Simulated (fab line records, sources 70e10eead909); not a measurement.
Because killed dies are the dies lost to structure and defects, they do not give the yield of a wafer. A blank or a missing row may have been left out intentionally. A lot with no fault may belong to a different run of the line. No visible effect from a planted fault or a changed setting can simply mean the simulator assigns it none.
Chamber matching    flow nand-harc    NHARC_A_BONDPAD_DESCUM_11 on rie-diel-05: 4 sister chambers
The step chemistry O2, time 3 s. 4 wafers are shown with their chamber, then 12 later ones without.

== WAFERS PAIRED WITH THEIR CHAMBERS ==
wafer   chamber  drypump-motor-current-A (A)
L090.4  3        6.1
L091.2  1        6.1
L091.4  2        5.3
L091.5  0        5.0

== WAFERS WITH NO CHAMBER GIVEN ==
wafer   drypump-motor-current-A (A)
L093.3  6.1
L093.4  6.2
L093.6  6.1
L092.1  5.2
L092.2  5.0
L092.3  6.1
L094.2  5.0
L094.5  5.3
L094.6  6.1
L096.1  5.0
L096.3  6.1
L096.4  6.2

== CHAMBER TAKEN BY EACH ==
wafer   from the rows above      in truth
L093.3  can't be placed: 1 or 3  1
L093.4  can't be placed: 1 or 3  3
L093.6  can't be placed: 1 or 3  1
L092.1  2                        2
L092.2  0                        0
L092.3  can't be placed: 1 or 3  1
L094.2  0                        0
L094.5  2                        2
L094.6  can't be placed: 1 or 3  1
L096.1  0                        0
L096.3  can't be placed: 1 or 3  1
L096.4  can't be placed: 1 or 3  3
Correctly placed: 5 of 12. Not placeable from these rows: 7 (in 7, the candidates include the true chamber). Number placed wrongly: 0.
How it was worked out, from the rows above alone: a wafer's distance from a chamber is the root of the sum, over the readings, of the square of ((its reading less the chamber's mean) divided by the reading's scatter). If the next closest chamber is less than 2 further off than the closest, the wafer can't be placed; otherwise it belongs to the closest. A chamber's mean is the mean of its shown wafers. The scatter: root of mean squared gap, hidden wafer to nearest shown wafer, with one shown wafer a chamber.
